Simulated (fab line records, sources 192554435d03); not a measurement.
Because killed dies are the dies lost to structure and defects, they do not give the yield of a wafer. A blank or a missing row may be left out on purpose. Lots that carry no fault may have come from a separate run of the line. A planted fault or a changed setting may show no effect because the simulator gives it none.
Split-lot trial / flow n5Finfet / on a route of 1938 steps: 7 lots, 39 wafers read

THE SPLIT ITSELF
At N5_HKMG_FIN_ETCH_32 (etches SOC in N2/H2, target depth 240 nm, time 300 s), the setting targetDepthA was moved away from the recipe's 2400 angstrom on 12 of the 39 wafers read, by -60.0% to -41.2%. The other wafers ran this setting at the recipe's value.

The reading is taken at the split's own step.

THE READING
SiARC_of_HKMG_FIN_COAT_30.thkNm (the simulator's own value, which no gauge read), in nm, at N5_HKMG_FIN_ETCH_32 (etches SOC in N2/H2, target depth 240 nm, time 300 s). There is no usual value for it anywhere in the file. Average 21.5 nm, standard deviation 0.37 nm, over the 27 wafers here run with the recipe.

wafer=L076.2; tool, chamber at the split=rieDiel-05, 0; targetDepthA as run, angstrom=2400; against the recipe=recipe; SiARC_of_HKMG_FIN_COAT_30.thkNm, nm=21.6; against lot-mates on the recipe=-
wafer=L076.3; tool, chamber at the split=rieDiel-05, 1; targetDepthA as run, angstrom=2400; against the recipe=recipe; SiARC_of_HKMG_FIN_COAT_30.thkNm, nm=21.4; against lot-mates on the recipe=-
wafer=L076.5; tool, chamber at the split=rieDiel-05, 1; targetDepthA as run, angstrom=2400; against the recipe=recipe; SiARC_of_HKMG_FIN_COAT_30.thkNm, nm=21.4; against lot-mates on the recipe=-
wafer=L080.1; tool, chamber at the split=rieDiel-05, 2; targetDepthA as run, angstrom=2400; against the recipe=recipe; SiARC_of_HKMG_FIN_COAT_30.thkNm, nm=21.2; against lot-mates on the recipe=-
wafer=L080.2; tool, chamber at the split=rieDiel-05, 3; targetDepthA as run, angstrom=2400; against the recipe=recipe; SiARC_of_HKMG_FIN_COAT_30.thkNm, nm=21.8; against lot-mates on the recipe=-
wafer=L080.3; tool, chamber at the split=rieDiel-05, 0; targetDepthA as run, angstrom=2400; against the recipe=recipe; SiARC_of_HKMG_FIN_COAT_30.thkNm, nm=21.6; against lot-mates on the recipe=-
wafer=L080.4; tool, chamber at the split=rieDiel-05, 1; targetDepthA as run, angstrom=2400; against the recipe=recipe; SiARC_of_HKMG_FIN_COAT_30.thkNm, nm=21.6; against lot-mates on the recipe=-
wafer=L080.5; tool, chamber at the split=rieDiel-05, 0; targetDepthA as run, angstrom=2400; against the recipe=recipe; SiARC_of_HKMG_FIN_COAT_30.thkNm, nm=21.6; against lot-mates on the recipe=-
wafer=L080.6; tool, chamber at the split=rieDiel-05, 1; targetDepthA as run, angstrom=2400; against the recipe=recipe; SiARC_of_HKMG_FIN_COAT_30.thkNm, nm=21.4; against lot-mates on the recipe=-
wafer=L083.1; tool, chamber at the split=rieDiel-01, 2; targetDepthA as run, angstrom=2400; against the recipe=recipe; SiARC_of_HKMG_FIN_COAT_30.thkNm, nm=21; against lot-mates on the recipe=-
wafer=L083.2; tool, chamber at the split=rieDiel-01, 3; targetDepthA as run, angstrom=2400; against the recipe=recipe; SiARC_of_HKMG_FIN_COAT_30.thkNm, nm=21.2; against lot-mates on the recipe=-
wafer=L083.3; tool, chamber at the split=rieDiel-01, 0; targetDepthA as run, angstrom=961; against the recipe=-60.0%; SiARC_of_HKMG_FIN_COAT_30.thkNm, nm=29.6; against lot-mates on the recipe=+8.2
wafer=L083.4; tool, chamber at the split=rieDiel-01, 1; targetDepthA as run, angstrom=961; against the recipe=-60.0%; SiARC_of_HKMG_FIN_COAT_30.thkNm, nm=29.6; against lot-mates on the recipe=+8.2
wafer=L083.5; tool, chamber at the split=rieDiel-01, 0; targetDepthA as run, angstrom=961; against the recipe=-60.0%; SiARC_of_HKMG_FIN_COAT_30.thkNm, nm=29.6; against lot-mates on the recipe=+8.2
wafer=L083.6; tool, chamber at the split=rieDiel-01, 1; targetDepthA as run, angstrom=2400; against the recipe=recipe; SiARC_of_HKMG_FIN_COAT_30.thkNm, nm=22; against lot-mates on the recipe=-
wafer=L085.1; tool, chamber at the split=rieDiel-05, 3; targetDepthA as run, angstrom=2400; against the recipe=recipe; SiARC_of_HKMG_FIN_COAT_30.thkNm, nm=21.8; against lot-mates on the recipe=-
wafer=L085.2; tool, chamber at the split=rieDiel-05, 0; targetDepthA as run, angstrom=2400; against the recipe=recipe; SiARC_of_HKMG_FIN_COAT_30.thkNm, nm=21.4; against lot-mates on the recipe=-
wafer=L085.3; tool, chamber at the split=rieDiel-05, 2; targetDepthA as run, angstrom=2400; against the recipe=recipe; SiARC_of_HKMG_FIN_COAT_30.thkNm, nm=21.2; against lot-mates on the recipe=-
wafer=L085.4; tool, chamber at the split=rieDiel-05, 2; targetDepthA as run, angstrom=2400; against the recipe=recipe; SiARC_of_HKMG_FIN_COAT_30.thkNm, nm=21.4; against lot-mates on the recipe=-
wafer=L085.5; tool, chamber at the split=rieDiel-05, 0; targetDepthA as run, angstrom=2400; against the recipe=recipe; SiARC_of_HKMG_FIN_COAT_30.thkNm, nm=21.6; against lot-mates on the recipe=-
wafer=L085.6; tool, chamber at the split=rieDiel-05, 3; targetDepthA as run, angstrom=2400; against the recipe=recipe; SiARC_of_HKMG_FIN_COAT_30.thkNm, nm=21.6; against lot-mates on the recipe=-
wafer=L090.1; tool, chamber at the split=rieDiel-01, 1; targetDepthA as run, angstrom=1230; against the recipe=-48.8%; SiARC_of_HKMG_FIN_COAT_30.thkNm, nm=28.6; against lot-mates on the recipe=+6.6
wafer=L090.2; tool, chamber at the split=rieDiel-01, 3; targetDepthA as run, angstrom=1230; against the recipe=-48.8%; SiARC_of_HKMG_FIN_COAT_30.thkNm, nm=28.2; against lot-mates on the recipe=+6.2
wafer=L090.3; tool, chamber at the split=rieDiel-01, 2; targetDepthA as run, angstrom=1230; against the recipe=-48.8%; SiARC_of_HKMG_FIN_COAT_30.thkNm, nm=28; against lot-mates on the recipe=+6.0
wafer=L090.4; tool, chamber at the split=rieDiel-01, 0; targetDepthA as run, angstrom=2400; against the recipe=recipe; SiARC_of_HKMG_FIN_COAT_30.thkNm, nm=21.8; against lot-mates on the recipe=-
wafer=L090.5; tool, chamber at the split=rieDiel-01, 0; targetDepthA as run, angstrom=2400; against the recipe=recipe; SiARC_of_HKMG_FIN_COAT_30.thkNm, nm=21.8; against lot-mates on the recipe=-
wafer=L090.6; tool, chamber at the split=rieDiel-01, 1; targetDepthA as run, angstrom=2400; against the recipe=recipe; SiARC_of_HKMG_FIN_COAT_30.thkNm, nm=22.4; against lot-mates on the recipe=-
wafer=L091.1; tool, chamber at the split=rieDiel-06, 2; targetDepthA as run, angstrom=2400; against the recipe=recipe; SiARC_of_HKMG_FIN_COAT_30.thkNm, nm=20.8; against lot-mates on the recipe=-
wafer=L091.2; tool, chamber at the split=rieDiel-06, 0; targetDepthA as run, angstrom=2400; against the recipe=recipe; SiARC_of_HKMG_FIN_COAT_30.thkNm, nm=22.2; against lot-mates on the recipe=-
wafer=L091.3; tool, chamber at the split=rieDiel-06, 3; targetDepthA as run, angstrom=1412; against the recipe=-41.2%; SiARC_of_HKMG_FIN_COAT_30.thkNm, nm=27; against lot-mates on the recipe=+5.7
wafer=L091.4; tool, chamber at the split=rieDiel-06, 1; targetDepthA as run, angstrom=2400; against the recipe=recipe; SiARC_of_HKMG_FIN_COAT_30.thkNm, nm=20.8; against lot-mates on the recipe=-
wafer=L091.5; tool, chamber at the split=rieDiel-06, 1; targetDepthA as run, angstrom=1412; against the recipe=-41.2%; SiARC_of_HKMG_FIN_COAT_30.thkNm, nm=26.6; against lot-mates on the recipe=+5.3
wafer=L091.6; tool, chamber at the split=rieDiel-06, 0; targetDepthA as run, angstrom=1412; against the recipe=-41.2%; SiARC_of_HKMG_FIN_COAT_30.thkNm, nm=27.4; against lot-mates on the recipe=+6.1
wafer=L092.1; tool, chamber at the split=rieDiel-05, 2; targetDepthA as run, angstrom=1033; against the recipe=-57.0%; SiARC_of_HKMG_FIN_COAT_30.thkNm, nm=29; against lot-mates on the recipe=+7.3
wafer=L092.2; tool, chamber at the split=rieDiel-05, 1; targetDepthA as run, angstrom=1033; against the recipe=-57.0%; SiARC_of_HKMG_FIN_COAT_30.thkNm, nm=29; against lot-mates on the recipe=+7.3
wafer=L092.3; tool, chamber at the split=rieDiel-05, 0; targetDepthA as run, angstrom=1033; against the recipe=-57.0%; SiARC_of_HKMG_FIN_COAT_30.thkNm, nm=29.2; against lot-mates on the recipe=+7.5
wafer=L092.4; tool, chamber at the split=rieDiel-05, 3; targetDepthA as run, angstrom=2400; against the recipe=recipe; SiARC_of_HKMG_FIN_COAT_30.thkNm, nm=21.8; against lot-mates on the recipe=-
wafer=L092.5; tool, chamber at the split=rieDiel-05, 2; targetDepthA as run, angstrom=2400; against the recipe=recipe; SiARC_of_HKMG_FIN_COAT_30.thkNm, nm=21.4; against lot-mates on the recipe=-
wafer=L092.6; tool, chamber at the split=rieDiel-05, 3; targetDepthA as run, angstrom=2400; against the recipe=recipe; SiARC_of_HKMG_FIN_COAT_30.thkNm, nm=21.8; against lot-mates on the recipe=-

THE FIT
A straight line over all 39 wafers: SiARC_of_HKMG_FIN_COAT_30.thkNm changes by -0.134 nm for each +1% of targetDepthA; r = -0.99; the points scatter about the line by 0.34 nm.
The same after taking each lot's own level away (the mean of its wafers on the recipe; 39 wafers): -0.133 nm for each +1%; r = -1.00; scatter 0.32 nm.
That fit puts the effect of the largest move of targetDepthA on the reading at 8 nm.
From 21.27 to 22.00 nm: that is the span of the lots' own levels, equal to 2.0 times the standard deviation above.
Hence the lot-to-lot level has little effect on the slope; both slopes agree.
Check: for one of the wafers moved furthest among these (-60.0%), held out of the fit, the line's prediction against its lot-mates is +7.97 nm. It came out at +8.2 nm against them.

ADDITIONAL SPLITS CARRIED BY THESE WAFERS
Before the reading, these wafers also passed through other splits. Each is held against what the fit with the lots' levels taken away leaves over:
other split on the same wafers=N5_ZERO_LAYER_PECVD_02 timeS; wafers away from the commonest value=18; r with SiARC_of_HKMG_FIN_COAT_30.thkNm (lot level and that fit taken away)=-0.10
other split on the same wafers=N5_ZERO_LAYER_DEVELOP_10 developTimeS; wafers away from the commonest value=15; r with SiARC_of_HKMG_FIN_COAT_30.thkNm (lot level and that fit taken away)=+0.10
other split on the same wafers=N5_DUMMY_GATE_PECVD_30 timeS; wafers away from the commonest value=15; r with SiARC_of_HKMG_FIN_COAT_30.thkNm (lot level and that fit taken away)=+0.02

THE WHOLE CHAIN: every reading that the file lists as answering this split, in the file's order
step=N5_HKMG_FIN_ETCH_32; what it does=etches SOC in N2/H2, target depth 240 nm, time 300 s; reading=HKMG_FIN.featureDepthNm (the simulator's own value, which no gauge read); change (the file's fit)=+2.34 nm for each +1% of the setting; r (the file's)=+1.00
step=N5_HKMG_FIN_ETCH_32; what it does=etches SOC in N2/H2, target depth 240 nm, time 300 s; reading=etch.depthNm (the simulator's own value, which no gauge read); change (the file's fit)=+2.34 nm for each +1% of the setting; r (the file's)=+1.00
step=N5_HKMG_FIN_ETCH_32; what it does=etches SOC in N2/H2, target depth 240 nm, time 300 s; reading=SiARC_of_HKMG_FIN_COAT_30.thkNm (the simulator's own value, which no gauge read); change (the file's fit)=-0.133 nm for each +1% of the setting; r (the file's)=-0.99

FILE'S OWN FIT
SiARC_of_HKMG_FIN_COAT_30.thkNm changes by -0.133 nm for each +1% of targetDepthA, r = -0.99.
